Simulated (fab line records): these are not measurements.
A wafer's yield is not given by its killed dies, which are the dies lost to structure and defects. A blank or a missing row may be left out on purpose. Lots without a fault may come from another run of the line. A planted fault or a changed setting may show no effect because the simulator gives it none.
Which tool was responsible? :: flow n5Finfet :: Sampling: 11 lots, 33 wafers, 4 of 1938 route steps

WHAT THE GAUGES SHOWED, per wafer
N5_PMOS_HMC_CHANNEL_EPI_THK_MEAS_22.
lot: L286
measured: day 1 19:53
on: filmMetro-01
HMC_CMP_THK (nm): 54.2 54.7 55.9

lot: L287
measured: day 2 02:10
on: filmMetro-02
HMC_CMP_THK (nm): 54.9 54.4 51.8

lot: L288
measured: day 2 07:38
on: filmMetro-02
HMC_CMP_THK (nm): 54.0 53.8 54.5

lot: L289
measured: day 2 14:02
on: filmMetro-02
HMC_CMP_THK (nm): 55.7 54.8 53.5

lot: L290
measured: day 2 19:35
on: filmMetro-01
HMC_CMP_THK (nm): 52.5 53.7 55.1

lot: L299
measured: day 5 02:20
on: filmMetro-02
HMC_CMP_THK (nm): 34.8 54.6 53.4

lot: L300
measured: day 5 07:41
on: filmMetro-01
HMC_CMP_THK (nm): 34.7 54.1 55.0

lot: L301
measured: day 5 14:14
on: filmMetro-01
HMC_CMP_THK (nm): 54.8 54.0 54.5

lot: L302
measured: day 5 19:46
on: filmMetro-01
HMC_CMP_THK (nm): 55.2 52.4 52.1

lot: L304
measured: day 6 08:03
on: filmMetro-02
HMC_CMP_THK (nm): 54.3 54.1 54.2

lot: L305
measured: day 6 15:47
on: filmMetro-01
HMC_CMP_THK (nm): 55.3 55.1 55.2

EACH LOT AND THE TOOL THAT RAN IT (in order: tool; ch and the chambers of the sampled wafers; start)
lot: L286
N5_PMOS_HMC_CHANNEL_EPI_ETCH_32: rieDiel-05 ch 0,2,3, day 1 17:16
N5_PMOS_HMC_CHANNEL_EPI_EPI_20: epiRpcvd-03 ch 0, day 1 17:51
N5_PMOS_HMC_CHANNEL_EPI_CMP_21: cmp-04 ch 1,2,3, day 1 19:36

lot: L287
N5_PMOS_HMC_CHANNEL_EPI_ETCH_32: rieDiel-03 ch 1,2,3, day 1 23:29
N5_PMOS_HMC_CHANNEL_EPI_EPI_20: epiRpcvd-02 ch 0, day 2 00:05
N5_PMOS_HMC_CHANNEL_EPI_CMP_21: cmp-01 ch 0,1, day 2 01:53

lot: L288
N5_PMOS_HMC_CHANNEL_EPI_ETCH_32: rieDiel-05 ch 0,1,3, day 2 05:23
N5_PMOS_HMC_CHANNEL_EPI_EPI_20: epiRpcvd-04 ch 0, day 2 06:35
N5_PMOS_HMC_CHANNEL_EPI_CMP_21: cmp-04 ch 0,2,3, day 2 07:25

lot: L289
N5_PMOS_HMC_CHANNEL_EPI_ETCH_32: rieDiel-03 ch 0,1,2, day 2 11:47
N5_PMOS_HMC_CHANNEL_EPI_EPI_20: epiRpcvd-03 ch 0, day 2 12:47
N5_PMOS_HMC_CHANNEL_EPI_CMP_21: cmp-02 ch 0,3, day 2 13:44

lot: L290
N5_PMOS_HMC_CHANNEL_EPI_ETCH_32: rieDiel-05 ch 0,1,3, day 2 17:22
N5_PMOS_HMC_CHANNEL_EPI_EPI_20: epiRpcvd-02 ch 0, day 2 17:58
N5_PMOS_HMC_CHANNEL_EPI_CMP_21: cmp-02 ch 0,2,3, day 2 19:18

lot: L299
N5_PMOS_HMC_CHANNEL_EPI_ETCH_32: rieDiel-05 ch 0,1,3, day 5 00:06
N5_PMOS_HMC_CHANNEL_EPI_EPI_20: epiRpcvd-02 ch 0, day 5 00:54
N5_PMOS_HMC_CHANNEL_EPI_CMP_21: cmp-04 ch 0,1,2, day 5 02:03

lot: L300
N5_PMOS_HMC_CHANNEL_EPI_ETCH_32: rieDiel-05 ch 1,2,3, day 5 05:22
N5_PMOS_HMC_CHANNEL_EPI_EPI_20: epiRpcvd-02 ch 0, day 5 06:10
N5_PMOS_HMC_CHANNEL_EPI_CMP_21: cmp-02 ch 0,2, day 5 07:26

lot: L301
N5_PMOS_HMC_CHANNEL_EPI_ETCH_32: rieDiel-03 ch 1,3, day 5 11:58
N5_PMOS_HMC_CHANNEL_EPI_EPI_20: epiRpcvd-03 ch 0, day 5 12:36
N5_PMOS_HMC_CHANNEL_EPI_CMP_21: cmp-04 ch 0,2,3, day 5 13:56

lot: L302
N5_PMOS_HMC_CHANNEL_EPI_ETCH_32: rieDiel-03 ch 0,2,3, day 5 17:20
N5_PMOS_HMC_CHANNEL_EPI_EPI_20: epiRpcvd-04 ch 0, day 5 18:20
N5_PMOS_HMC_CHANNEL_EPI_CMP_21: cmp-01 ch 0,1,2, day 5 19:31

lot: L304
N5_PMOS_HMC_CHANNEL_EPI_ETCH_32: rieDiel-02 ch 2,3, day 6 05:46
N5_PMOS_HMC_CHANNEL_EPI_EPI_20: epiRpcvd-03 ch 0, day 6 06:34
N5_PMOS_HMC_CHANNEL_EPI_CMP_21: cmp-02 ch 0,1,2, day 6 07:45

lot: L305
N5_PMOS_HMC_CHANNEL_EPI_ETCH_32: rieDiel-02 ch 0,1,2, day 6 12:13
N5_PMOS_HMC_CHANNEL_EPI_EPI_20: epiRpcvd-04 ch 0, day 6 14:21
N5_PMOS_HMC_CHANNEL_EPI_CMP_21: cmp-02 ch 0,1,2, day 6 15:36
- N5_PMOS_HMC_CHANNEL_EPI_ETCH_32: etches BARC in N2/H2, stops on SiO2, target depth 85.8 nm, time 50.3 s.
- N5_PMOS_HMC_CHANNEL_EPI_EPI_20: deposits SiGe30, target thk 59 nm.
- N5_PMOS_HMC_CHANNEL_EPI_CMP_21: polishes SiGe30, target thk 54 nm.

THE ANSWER, worked out from the rows above alone
Rule: the lots themselves supply what counts as usual. The widest of any qualifying gaps counts: lots, ordered by their means at a reading, are off when they make up no more than a third of the lots, leave a main group of 4 or more, and stand apart from it by 3 or more times the standard deviation of that group's means. A main group is skipped when, at the precision printed for the reading in the tables above, its means are all equal. A lot without any number at a reading at which 4 lots or more have one is off too. Any other lot the step has rows for is counted as sound.
Off: L299, L300, at N5_PMOS_HMC_CHANNEL_EPI_THK_MEAS_22 (HMC_CMP_THK). Mean 54.2 nm and standard deviation 0.59 in the main group.
A tool fits if, at a process step before that reading, it ran every lot that is off, and no sound lot after the first of them. Those tools and the gauges at N5_PMOS_HMC_CHANNEL_EPI_THK_MEAS_22 are tried in the same way. Undecided on this evidence; 2 tools fit (rieDiel-05 at N5_PMOS_HMC_CHANNEL_EPI_ETCH_32, epiRpcvd-02 at N5_PMOS_HMC_CHANNEL_EPI_EPI_20).

WHAT THE SIMULATOR PUT IN
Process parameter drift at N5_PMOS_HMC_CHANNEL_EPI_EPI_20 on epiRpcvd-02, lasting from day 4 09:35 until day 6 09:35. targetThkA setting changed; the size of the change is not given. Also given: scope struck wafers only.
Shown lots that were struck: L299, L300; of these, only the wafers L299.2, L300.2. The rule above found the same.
